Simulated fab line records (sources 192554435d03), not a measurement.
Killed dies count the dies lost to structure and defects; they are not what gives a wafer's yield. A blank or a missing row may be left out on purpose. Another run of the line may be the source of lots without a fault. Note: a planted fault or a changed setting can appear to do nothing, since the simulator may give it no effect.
Which tool is to blame? || flow n5_finfet || 9 lots, 23 wafers sampled, at 6 steps of a route of 1938

## WHAT EACH GAUGE READ, for each wafer
N5_STI_FIN_REVEAL_FIN_H_MEAS_10. Usual: trench_depth_nm reads 51.8 nm (standard deviation 0.77).
{"lot": "L678", "measured": "day 2 18:06", "on": "ocd-01", "trench_depth_nm (nm)": "51.5 51.5 53.4", "flag": ""}
{"lot": "L682", "measured": "day 3 21:40", "on": "ocd-02", "trench_depth_nm (nm)": "51.7 51.9 51.2", "flag": ""}
{"lot": "L686", "measured": "day 4 20:34", "on": "ocd-02", "trench_depth_nm (nm)": "51.4 51.1 51.0", "flag": ""}
{"lot": "L687", "measured": "day 5 05:38", "on": "ocd-01", "trench_depth_nm (nm)": "50.8 51.3 51.9", "flag": ""}
{"lot": "L691", "measured": "day 6 00:34", "on": "ocd-01", "trench_depth_nm (nm)": 67.7, "flag": "OFF"}
{"lot": "L692", "measured": "day 6 08:01", "on": "ocd-01", "trench_depth_nm (nm)": 67.4, "flag": "OFF"}
{"lot": "L695", "measured": "day 7 02:08", "on": "ocd-02", "trench_depth_nm (nm)": "51.2 52.8 53.1", "flag": ""}
{"lot": "L697", "measured": "day 7 14:49", "on": "ocd-02", "trench_depth_nm (nm)": "51.1 51.4 52.2", "flag": ""}
{"lot": "L698", "measured": "day 7 20:33", "on": "ocd-02", "trench_depth_nm (nm)": "51.8 51.9 51.4", "flag": ""}

N5_BEOL_M4_RC_MEAS_101. Usual: DIBL_N 36.1 mV/V, standard deviation 1.4; DIBL_P 36.3 mV/V, standard deviation 1.4; IGATE_N 0.0127 nA/um, standard deviation 0.0015; IOFF_N 0.154 nA/um, standard deviation 0.021; IOFF_P 0.21 nA/um, standard deviation 0.032; ION_N 670 uA/um, standard deviation 8.1; ION_P 461 uA/um, standard deviation 7; REXT_N 75.3 ohm.um, standard deviation 1.5; SS_N 71.4 mV/dec, standard deviation 0.49; SS_P 73.3 mV/dec, standard deviation 0.5; VT_N 250.4 mV, standard deviation 2.6; VT_P -250 mV, standard deviation 3.7.
{"lot": "L678", "measured": "day 9 09:17", "on": "prober-02", "DIBL_N (mV/V)": "38.2 37.8 36.8", "DIBL_P (mV/V)": "36.8 37.5 36.2", "IGATE_N (nA/um)": "0.0139 0.0148 0.0129", "IOFF_N (nA/um)": "0.170 0.172 0.154", "IOFF_P (nA/um)": "0.20 0.20 0.18", "ION_N (uA/um)": "676 682 681", "ION_P (uA/um)": "451 458 465", "REXT_N (ohm.um)": "75.6 75.7 76.1", "SS_N (mV/dec)": "71.7 71.7 70.8", "SS_P (mV/dec)": "73.0 73.5 73.3", "VT_N (mV)": "246.3 248.8 248.1", "VT_P (mV)": "-252 -254 -254", "flag": ""}
{"lot": "L682", "measured": "day 10 23:01", "on": "prober-02", "DIBL_N (mV/V)": "35.3 34.5 35.5", "DIBL_P (mV/V)": "36.6 35.5 35.6", "IGATE_N (nA/um)": "0.0130 0.0115 0.0118", "IOFF_N (nA/um)": "0.152 0.133 0.142", "IOFF_P (nA/um)": "0.21 0.19 0.20", "ION_N (uA/um)": "668 664 662", "ION_P (uA/um)": "458 456 455", "REXT_N (ohm.um)": "72.8 72.7 73.0", "SS_N (mV/dec)": "71.9 71.6 71.7", "SS_P (mV/dec)": "73.1 72.4 72.9", "VT_N (mV)": "249.3 250.4 252.5", "VT_P (mV)": "-251 -252 -251", "flag": ""}
{"lot": "L686", "measured": "day 11 08:02", "on": "prober-01", "DIBL_N (mV/V)": "35.1 36.4 35.4", "DIBL_P (mV/V)": "36.0 37.5 36.5", "IGATE_N (nA/um)": "0.0116 0.0127 0.0127", "IOFF_N (nA/um)": "0.141 0.166 0.148", "IOFF_P (nA/um)": "0.20 0.22 0.21", "ION_N (uA/um)": "662 678 668", "ION_P (uA/um)": "457 466 464", "REXT_N (ohm.um)": "74.5 74.7 74.2", "SS_N (mV/dec)": "71.4 71.6 71.1", "SS_P (mV/dec)": "73.0 73.6 73.7", "VT_N (mV)": "254.2 249.0 252.4", "VT_P (mV)": "-249 -251 -250", "flag": ""}
{"lot": "L687", "measured": "day 11 15:20", "on": "prober-01", "DIBL_N (mV/V)": "37.1 38.1 36.8", "DIBL_P (mV/V)": "35.0 36.5 35.5", "IGATE_N (nA/um)": "0.0099 0.0107 0.0101", "IOFF_N (nA/um)": "0.145 0.171 0.142", "IOFF_P (nA/um)": "0.19 0.22 0.19", "ION_N (uA/um)": "661 664 663", "ION_P (uA/um)": "449 459 458", "REXT_N (ohm.um)": "72.7 72.7 73.0", "SS_N (mV/dec)": "70.9 71.4 71.2", "SS_P (mV/dec)": "72.9 73.3 72.8", "VT_N (mV)": "252.3 250.1 250.8", "VT_P (mV)": "-252 -250 -254", "flag": ""}
{"lot": "L691", "measured": "day 12 08:12", "on": "prober-02", "DIBL_N (mV/V)": 33.9, "DIBL_P (mV/V)": 35.8, "IGATE_N (nA/um)": 0.0178, "IOFF_N (nA/um)": 0.162, "IOFF_P (nA/um)": 0.20, "ION_N (uA/um)": 750, "ION_P (uA/um)": 460, "REXT_N (ohm.um)": 68.9, "SS_N (mV/dec)": 71.2, "SS_P (mV/dec)": 73.3, "VT_N (mV)": 246.0, "VT_P (mV)": -252, "flag": "OFF"}
{"lot": "L692", "measured": "day 12 11:52", "on": "prober-01", "DIBL_N (mV/V)": 36.8, "DIBL_P (mV/V)": 36.9, "IGATE_N (nA/um)": 0.0159, "IOFF_N (nA/um)": 0.176, "IOFF_P (nA/um)": 0.19, "ION_N (uA/um)": 757, "ION_P (uA/um)": 463, "REXT_N (ohm.um)": 73.0, "SS_N (mV/dec)": 71.2, "SS_P (mV/dec)": 73.5, "VT_N (mV)": 246.1, "VT_P (mV)": -255, "flag": "OFF"}
{"lot": "L695", "measured": "day 13 17:42", "on": "prober-01", "DIBL_N (mV/V)": "34.7 34.2 35.3", "DIBL_P (mV/V)": "34.4 34.5 34.9", "IGATE_N (nA/um)": "0.0116 0.0124 0.0124", "IOFF_N (nA/um)": "0.133 0.122 0.134", "IOFF_P (nA/um)": "0.17 0.17 0.18", "ION_N (uA/um)": "656 664 669", "ION_P (uA/um)": "453 452 459", "REXT_N (ohm.um)": "76.3 77.0 76.3", "SS_N (mV/dec)": "71.4 71.5 71.7", "SS_P (mV/dec)": "72.7 72.2 73.5", "VT_N (mV)": "252.5 252.3 253.1", "VT_P (mV)": "-254 -253 -252", "flag": ""}
{"lot": "L697", "measured": "day 14 16:38", "on": "prober-02", "DIBL_N (mV/V)": "37.8 37.4 38.6", "DIBL_P (mV/V)": "38.2 37.7 39.7", "IGATE_N (nA/um)": "0.0139 0.0119 0.0107", "IOFF_N (nA/um)": "0.167 0.154 0.186", "IOFF_P (nA/um)": "0.22 0.21 0.24", "ION_N (uA/um)": "665 661 679", "ION_P (uA/um)": "453 459 463", "REXT_N (ohm.um)": "75.8 76.9 76.3", "SS_N (mV/dec)": "71.4 71.3 71.7", "SS_P (mV/dec)": "73.6 73.1 73.4", "VT_N (mV)": "249.4 250.7 250.4", "VT_P (mV)": "-250 -251 -251", "flag": ""}
{"lot": "L698", "measured": "day 14 00:37", "on": "prober-02", "DIBL_N (mV/V)": "35.7 35.4 35.3", "DIBL_P (mV/V)": "36.6 36.2 36.6", "IGATE_N (nA/um)": "0.0121 0.0139 0.0114", "IOFF_N (nA/um)": "0.149 0.144 0.150", "IOFF_P (nA/um)": "0.21 0.20 0.21", "ION_N (uA/um)": "667 667 671", "ION_P (uA/um)": "460 463 465", "REXT_N (ohm.um)": "77.7 76.0 77.2", "SS_N (mV/dec)": "71.2 71.3 71.4", "SS_P (mV/dec)": "72.6 72.9 73.3", "VT_N (mV)": "250.2 253.2 250.8", "VT_P (mV)": "-249 -251 -248", "flag": ""}

## WHAT TOOL EACH LOT RAN ON (gives the tool, then ch and the chambers of the sampled wafers, and finally the start)
{"lot": "L678", "N5_FIN_CUT_PRECLEAN_35": "vapor_etch-01 ch 0,1, day 2 08:46", "N5_FIN_CUT_CUT_ETCH_28": "rie_si-04 ch 0,1, day 2 08:53", "N5_STI_FIN_REVEAL_ETCHBACK_08": "rie_diel-03 ch 0,2,3, day 2 15:03", "N5_STI_FIN_REVEAL_STRIP_24": "rie_diel-03 ch 0,2,3, day 2 15:05"}
{"lot": "L682", "N5_FIN_CUT_PRECLEAN_35": "vapor_etch-02 ch 0,1, day 3 12:08", "N5_FIN_CUT_CUT_ETCH_28": "rie_si-01 ch 1,3, day 3 12:16", "N5_STI_FIN_REVEAL_ETCHBACK_08": "rie_diel-03 ch 1,3, day 3 18:26", "N5_STI_FIN_REVEAL_STRIP_24": "rie_diel-03 ch 1,3, day 3 18:28"}
{"lot": "L686", "N5_FIN_CUT_PRECLEAN_35": "vapor_etch-01 ch 0,1, day 4 09:54", "N5_FIN_CUT_CUT_ETCH_28": "rie_si-01 ch 0,3, day 4 10:02", "N5_STI_FIN_REVEAL_ETCHBACK_08": "rie_diel-02 ch 0,3, day 4 17:34", "N5_STI_FIN_REVEAL_STRIP_24": "rie_diel-02 ch 0,3, day 4 17:36"}
{"lot": "L687", "N5_FIN_CUT_PRECLEAN_35": "vapor_etch-02 ch 0,1, day 4 20:08", "N5_FIN_CUT_CUT_ETCH_28": "rie_si-04 ch 1,2,3, day 4 20:16", "N5_STI_FIN_REVEAL_ETCHBACK_08": "rie_diel-01 ch 0,2, day 5 02:41", "N5_STI_FIN_REVEAL_STRIP_24": "rie_diel-01 ch 0,2, day 5 02:43"}
{"lot": "L691", "N5_FIN_CUT_PRECLEAN_35": "vapor_etch-02 ch 1, day 5 15:35", "N5_FIN_CUT_CUT_ETCH_28": "rie_si-04 ch 3, day 5 15:42", "N5_STI_FIN_REVEAL_ETCHBACK_08": "rie_diel-03 ch 2, day 5 21:37", "N5_STI_FIN_REVEAL_STRIP_24": "rie_diel-03 ch 2, day 5 21:41"}
{"lot": "L692", "N5_FIN_CUT_PRECLEAN_35": "vapor_etch-01 ch 1, day 5 22:27", "N5_FIN_CUT_CUT_ETCH_28": "rie_si-01 ch 2, day 5 22:34", "N5_STI_FIN_REVEAL_ETCHBACK_08": "rie_diel-03 ch 2, day 6 04:32", "N5_STI_FIN_REVEAL_STRIP_24": "rie_diel-03 ch 2, day 6 04:34"}
{"lot": "L695", "N5_FIN_CUT_PRECLEAN_35": "vapor_etch-02 ch 0,1, day 6 16:45", "N5_FIN_CUT_CUT_ETCH_28": "rie_si-02 ch 0,2, day 6 16:53", "N5_STI_FIN_REVEAL_ETCHBACK_08": "rie_diel-01 ch 1,2,3, day 6 22:56", "N5_STI_FIN_REVEAL_STRIP_24": "rie_diel-01 ch 1,2,3, day 6 22:58"}
{"lot": "L697", "N5_FIN_CUT_PRECLEAN_35": "vapor_etch-02 ch 0, day 7 03:27", "N5_FIN_CUT_CUT_ETCH_28": "rie_si-02 ch 1,2, day 7 03:35", "N5_STI_FIN_REVEAL_ETCHBACK_08": "rie_diel-01 ch 0,2,3, day 7 11:52", "N5_STI_FIN_REVEAL_STRIP_24": "rie_diel-01 ch 0,2,3, day 7 11:55"}
{"lot": "L698", "N5_FIN_CUT_PRECLEAN_35": "vapor_etch-02 ch 0,1, day 7 11:15", "N5_FIN_CUT_CUT_ETCH_28": "rie_si-02 ch 0,2, day 7 11:23", "N5_STI_FIN_REVEAL_ETCHBACK_08": "rie_diel-02 ch 1,3, day 7 17:25", "N5_STI_FIN_REVEAL_STRIP_24": "rie_diel-02 ch 1,3, day 7 17:27"}
- N5_FIN_CUT_PRECLEAN_35: cleans in vHF, time 13.3 s.
- N5_FIN_CUT_CUT_ETCH_28: etches Si in HBr/Cl2/O2, target depth 6 nm, time 2.4 s.
- N5_STI_FIN_REVEAL_ETCHBACK_08: etches SiO2 in C4F6/O2, target depth 30.5 nm, time 10.167 s.
- N5_STI_FIN_REVEAL_STRIP_24: strips in N2/H2, time 90 s.

## AS READ BY THE TOOLS THEMSELVES (means over the sampled wafers that have a number; for cases with no such wafer, the mark the record gives instead)
N5_FIN_CUT_PRECLEAN_35. Usual: drypump_motor_current_A reads 5.4 A (standard deviation 0.45).
{"lot": "L678", "tool": "vapor_etch-01", "drypump_motor_current_A (A)": 5.5, "flag": ""}
{"lot": "L682", "tool": "vapor_etch-02", "drypump_motor_current_A (A)": 5.1, "flag": ""}
{"lot": "L686", "tool": "vapor_etch-01", "drypump_motor_current_A (A)": 5.5, "flag": ""}
{"lot": "L687", "tool": "vapor_etch-02", "drypump_motor_current_A (A)": 5.4, "flag": ""}
{"lot": "L691", "tool": "vapor_etch-02", "drypump_motor_current_A (A)": 4.9, "flag": ""}
{"lot": "L692", "tool": "vapor_etch-01", "drypump_motor_current_A (A)": 5.2, "flag": ""}
{"lot": "L695", "tool": "vapor_etch-02", "drypump_motor_current_A (A)": 5.1, "flag": ""}
{"lot": "L697", "tool": "vapor_etch-02", "drypump_motor_current_A (A)": 5.6, "flag": ""}
{"lot": "L698", "tool": "vapor_etch-02", "drypump_motor_current_A (A)": 5.4, "flag": ""}

N5_FIN_CUT_CUT_ETCH_28. Usual: drypump_motor_current_A 5.7 A, standard deviation 0.45; oes_product_au 1.000 a.u., standard deviation 0.011; throttle_valve_pct 37.16 %, standard deviation 0.16.
{"lot": "L678", "tool": "rie_si-04", "drypump_motor_current_A (A)": 5.5, "oes_product_au (a.u.)": 1.014, "throttle_valve_pct (%)": 37.23, "flag": ""}
{"lot": "L682", "tool": "rie_si-01", "drypump_motor_current_A (A)": 5.6, "oes_product_au (a.u.)": 0.996, "throttle_valve_pct (%)": 37.11, "flag": ""}
{"lot": "L686", "tool": "rie_si-01", "drypump_motor_current_A (A)": 5.8, "oes_product_au (a.u.)": 0.997, "throttle_valve_pct (%)": 37.07, "flag": ""}
{"lot": "L687", "tool": "rie_si-04", "drypump_motor_current_A (A)": 5.9, "oes_product_au (a.u.)": 0.991, "throttle_valve_pct (%)": 37.16, "flag": ""}
{"lot": "L691", "tool": "rie_si-04", "drypump_motor_current_A (A)": 5.4, "oes_product_au (a.u.)": 0.976, "throttle_valve_pct (%)": 37.34, "flag": ""}
{"lot": "L692", "tool": "rie_si-01", "drypump_motor_current_A (A)": 6.3, "oes_product_au (a.u.)": 1.010, "throttle_valve_pct (%)": 37.33, "flag": ""}
{"lot": "L695", "tool": "rie_si-02", "drypump_motor_current_A (A)": 5.5, "oes_product_au (a.u.)": 1.006, "throttle_valve_pct (%)": 37.10, "flag": ""}
{"lot": "L697", "tool": "rie_si-02", "drypump_motor_current_A (A)": 5.6, "oes_product_au (a.u.)": 1.003, "throttle_valve_pct (%)": 37.13, "flag": ""}
{"lot": "L698", "tool": "rie_si-02", "drypump_motor_current_A (A)": 5.5, "oes_product_au (a.u.)": 0.997, "throttle_valve_pct (%)": 37.10, "flag": ""}

N5_STI_FIN_REVEAL_ETCHBACK_08. Usual: drypump_motor_current_A 5.9 A, standard deviation 0.49; oes_f_703_au 0.76 a.u., standard deviation 0.093; oes_product_au 0.76 a.u., standard deviation 0.096; rf_vpp_V 664 V, standard deviation 8.6; showerhead_plenum_p_Torr 2.89 Torr, standard deviation 0.1; throttle_valve_pct 21.21 %, standard deviation 0.17.
{"lot": "L678", "tool": "rie_diel-03", "drypump_motor_current_A (A)": 5.9, "oes_f_703_au (a.u.)": 0.80, "oes_product_au (a.u.)": 0.80, "rf_vpp_V (V)": 662, "showerhead_plenum_p_Torr (Torr)": 2.97, "throttle_valve_pct (%)": 21.18, "flag": ""}
{"lot": "L682", "tool": "rie_diel-03", "drypump_motor_current_A (A)": 5.6, "oes_f_703_au (a.u.)": 0.71, "oes_product_au (a.u.)": 0.71, "rf_vpp_V (V)": 663, "showerhead_plenum_p_Torr (Torr)": 2.85, "throttle_valve_pct (%)": 21.23, "flag": ""}
{"lot": "L686", "tool": "rie_diel-02", "drypump_motor_current_A (A)": 6.2, "oes_f_703_au (a.u.)": 0.72, "oes_product_au (a.u.)": 0.72, "rf_vpp_V (V)": 667, "showerhead_plenum_p_Torr (Torr)": 2.87, "throttle_valve_pct (%)": 21.47, "flag": ""}
{"lot": "L687", "tool": "rie_diel-01", "drypump_motor_current_A (A)": 5.3, "oes_f_703_au (a.u.)": 0.72, "oes_product_au (a.u.)": 0.70, "rf_vpp_V (V)": 669, "showerhead_plenum_p_Torr (Torr)": 2.93, "throttle_valve_pct (%)": 21.26, "flag": ""}
{"lot": "L691", "tool": "rie_diel-03", "drypump_motor_current_A (A)": 6.6, "oes_f_703_au (a.u.)": 0.89, "oes_product_au (a.u.)": 1.16, "rf_vpp_V (V)": 657, "showerhead_plenum_p_Torr (Torr)": 3.03, "throttle_valve_pct (%)": 21.33, "flag": "OFF"}
{"lot": "L692", "tool": "rie_diel-03", "drypump_motor_current_A (A)": 6.6, "oes_f_703_au (a.u.)": 0.89, "oes_product_au (a.u.)": 1.18, "rf_vpp_V (V)": 655, "showerhead_plenum_p_Torr (Torr)": 3.03, "throttle_valve_pct (%)": 21.35, "flag": "OFF"}
{"lot": "L695", "tool": "rie_diel-01", "drypump_motor_current_A (A)": 5.7, "oes_f_703_au (a.u.)": 0.82, "oes_product_au (a.u.)": 0.81, "rf_vpp_V (V)": 672, "showerhead_plenum_p_Torr (Torr)": 2.95, "throttle_valve_pct (%)": 21.06, "flag": ""}
{"lot": "L697", "tool": "rie_diel-01", "drypump_motor_current_A (A)": 5.5, "oes_f_703_au (a.u.)": 0.72, "oes_product_au (a.u.)": 0.72, "rf_vpp_V (V)": 670, "showerhead_plenum_p_Torr (Torr)": 2.90, "throttle_valve_pct (%)": 21.21, "flag": ""}
{"lot": "L698", "tool": "rie_diel-02", "drypump_motor_current_A (A)": 6.6, "oes_f_703_au (a.u.)": 0.71, "oes_product_au (a.u.)": 0.71, "rf_vpp_V (V)": 668, "showerhead_plenum_p_Torr (Torr)": 2.82, "throttle_valve_pct (%)": 21.42, "flag": ""}

N5_STI_FIN_REVEAL_STRIP_24. Usual: drypump_motor_current_A 5.9 A, standard deviation 0.49; oes_product_au 0.76 a.u., standard deviation 0.097; rf_vpp_V 45.4 V, standard deviation 0.86; showerhead_plenum_p_Torr 3.43 Torr, standard deviation 0.12; throttle_valve_pct 12.30 %, standard deviation 0.27.
{"lot": "L678", "tool": "rie_diel-03", "drypump_motor_current_A (A)": 5.9, "oes_product_au (a.u.)": 0.81, "rf_vpp_V (V)": 45.5, "showerhead_plenum_p_Torr (Torr)": 3.52, "throttle_valve_pct (%)": 12.22, "flag": ""}
{"lot": "L682", "tool": "rie_diel-03", "drypump_motor_current_A (A)": 5.6, "oes_product_au (a.u.)": 0.71, "rf_vpp_V (V)": 45.5, "showerhead_plenum_p_Torr (Torr)": 3.40, "throttle_valve_pct (%)": 12.41, "flag": ""}
{"lot": "L686", "tool": "rie_diel-02", "drypump_motor_current_A (A)": 6.3, "oes_product_au (a.u.)": 0.72, "rf_vpp_V (V)": 45.8, "showerhead_plenum_p_Torr (Torr)": 3.39, "throttle_valve_pct (%)": 12.56, "flag": ""}
{"lot": "L687", "tool": "rie_diel-01", "drypump_motor_current_A (A)": 5.3, "oes_product_au (a.u.)": 0.71, "rf_vpp_V (V)": 45.4, "showerhead_plenum_p_Torr (Torr)": 3.48, "throttle_valve_pct (%)": 12.49, "flag": ""}
{"lot": "L691", "tool": "rie_diel-03", "drypump_motor_current_A (A)": 6.6, "oes_product_au (a.u.)": 0.90, "rf_vpp_V (V)": 45.7, "showerhead_plenum_p_Torr (Torr)": 3.58, "throttle_valve_pct (%)": 11.96, "flag": ""}
{"lot": "L692", "tool": "rie_diel-03", "drypump_motor_current_A (A)": 6.6, "oes_product_au (a.u.)": 0.90, "rf_vpp_V (V)": 45.0, "showerhead_plenum_p_Torr (Torr)": 3.58, "throttle_valve_pct (%)": 11.95, "flag": ""}
{"lot": "L695", "tool": "rie_diel-01", "drypump_motor_current_A (A)": 5.7, "oes_product_au (a.u.)": 0.81, "rf_vpp_V (V)": 46.1, "showerhead_plenum_p_Torr (Torr)": 3.49, "throttle_valve_pct (%)": 12.07, "flag": ""}
{"lot": "L697", "tool": "rie_diel-01", "drypump_motor_current_A (A)": 5.6, "oes_product_au (a.u.)": 0.72, "rf_vpp_V (V)": 44.0, "showerhead_plenum_p_Torr (Torr)": 3.44, "throttle_valve_pct (%)": 12.37, "flag": ""}
{"lot": "L698", "tool": "rie_diel-02", "drypump_motor_current_A (A)": 6.6, "oes_product_au (a.u.)": 0.70, "rf_vpp_V (V)": 46.0, "showerhead_plenum_p_Torr (Torr)": 3.34, "throttle_valve_pct (%)": 12.56, "flag": ""}

## THE ANSWER, worked out from the rows above alone
Rule: lot off if the mean of its wafers having a number is beyond 3 standard deviations from the usual mean. Also off: a lot with no number at a reading for which 4 or more lots have one. All remaining lots with rows at the step are treated as sound. The gauges are gone through in route order, then the tools' own readings, and for those a lot's mean is taken as printed above. The first step at which some lot is off is used, and at that step the reading that is off furthest; a lot without a number counts as furthest.
Off: L691, L692, at N5_STI_FIN_REVEAL_FIN_H_MEAS_10 (trench_depth_nm).
A tool fits if, at a process step before that reading, it ran every lot that is off, and no sound lot after the first of them. The gauges at N5_STI_FIN_REVEAL_FIN_H_MEAS_10 aren't tried: what is off there is off at N5_BEOL_M4_RC_MEAS_101 too, on other tools, and a gauge's error can't cause that. One fits: rie_diel-03 at N5_STI_FIN_REVEAL_ETCHBACK_08 and N5_STI_FIN_REVEAL_STRIP_24. At N5_STI_FIN_REVEAL_ETCHBACK_08 its last sound lot is L682 (day 3 18:26), its first lot that is off L691 (day 5 21:37): a fault that began between those two fits.
The tool's own readings at N5_STI_FIN_REVEAL_ETCHBACK_08 bear it out: on the lots that are off they differ by more than 5 times the standard deviation of the sound lots' means. oes_product_au reads 1.17 a.u. there against 0.74 a.u. on the sound lots.

## WHAT THE SIMULATOR HAD INSERTED
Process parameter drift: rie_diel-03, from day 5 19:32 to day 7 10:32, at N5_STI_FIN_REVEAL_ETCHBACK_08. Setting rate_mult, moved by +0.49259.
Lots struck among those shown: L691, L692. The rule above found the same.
